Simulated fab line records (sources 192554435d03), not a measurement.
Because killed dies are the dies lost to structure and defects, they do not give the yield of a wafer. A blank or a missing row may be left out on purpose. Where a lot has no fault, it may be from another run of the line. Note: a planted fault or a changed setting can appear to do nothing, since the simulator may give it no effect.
Split-lot study	flow n5-finfet	on a route of 1938 steps: 7 lots, 21 wafers read

THE SPLIT
At N5_SD_EPI_N_ETCH_45 (etches SiOCN in CH3F/O2, target depth 6 nm), the setting target-depth-a was moved away from the recipe's 60 angstrom on 7 of the 21 wafers read, by -11.4% to +8.7%. The other wafers ran this setting at the recipe's value.

The reading comes from the split's own step.

THE READING
etch.depth-nm (the simulator's own value, which no gauge read), in nm, at N5_SD_EPI_N_ETCH_45 (etches SiOCN in CH3F/O2, target depth 6 nm). There is no usual value for it anywhere in the file. Average 6.129 nm, standard deviation 0.17 nm, over the 14 wafers here run with the recipe.

wafer	tool, chamber at the split	target-depth-a as run, angstrom	against the recipe	etch.depth-nm, nm	against lot-mates on the recipe
L076.3	rie-diel-02, 2	57.17	-4.7%	5.828	-0.321
L076.4	rie-diel-02, 1	60	recipe	6.149	-
L076.6	rie-diel-02, 2	57.17	-4.7%	5.894	-0.255
L078.1	rie-diel-02, 3	54.19	-9.7%	5.353	-0.944
L078.2	rie-diel-02, 0	60	recipe	6.297	-
L078.5	rie-diel-02, 1	54.19	-9.7%	5.633	-0.664
L079.1	rie-diel-02, 0	60	recipe	6.419	-
L079.2	rie-diel-02, 2	60	recipe	6.149	-
L079.5	rie-diel-02, 0	60	recipe	6.341	-
L081.1	rie-diel-03, 2	60	recipe	6.176	-
L081.2	rie-diel-03, 1	53.13	-11.4%	5.034	-1.061
L081.4	rie-diel-03, 3	60	recipe	6.014	-
L082.2	rie-diel-03, 3	60	recipe	6.007	-
L082.3	rie-diel-03, 2	65.23	+8.7%	6.649	+0.642
L082.5	rie-diel-03, 0	65.23	+8.7%	6.554	+0.547
L084.2	rie-diel-02, 3	60	recipe	5.979	-
L084.3	rie-diel-02, 0	60	recipe	6.391	-
L084.5	rie-diel-02, 3	60	recipe	5.955	-
L095.2	rie-diel-05, 2	60	recipe	6.003	-
L095.3	rie-diel-05, 0	60	recipe	5.871	-
L095.5	rie-diel-05, 2	60	recipe	6.054	-

THE FIT
A straight line over all 21 wafers: etch.depth-nm changes by +0.0683 nm for each +1% of target-depth-a; r = +0.89; the points scatter about the line by 0.17 nm.
The same after taking each lot's own level away (the mean of its wafers on the recipe; 21 wafers): +0.0787 nm for each +1%; r = +0.96; scatter 0.12 nm.
On that fit, the largest move of target-depth-a shifts the reading by 0.9 nm.
The lots' own levels span 5.9760 to 6.3030 nm, that is 1.9 times the standard deviation above.
So the slope is not independent of the lot-to-lot level: the two fits are not the same.
Check: with one of the wafers moved furthest among these (-11.4%) left out of the fit, the line predicts -0.859 nm for it against its lot-mates. Against them it came out at -1.06 nm.

OTHER SPLITS ON THESE WAFERS
These wafers also went through other splits before the reading. Each is held against what the fit with the lots' levels taken away leaves over:
other split on the same wafers	wafers away from the commonest value	r with etch.depth-nm (lot level and that fit taken away)
N5_SD_EPI_N_PEB_07 peb-time-s	7	-0.08

FILE'S OWN FIT
etch.depth-nm changes by +0.0819 nm for each +1% of target-depth-a, r = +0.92.
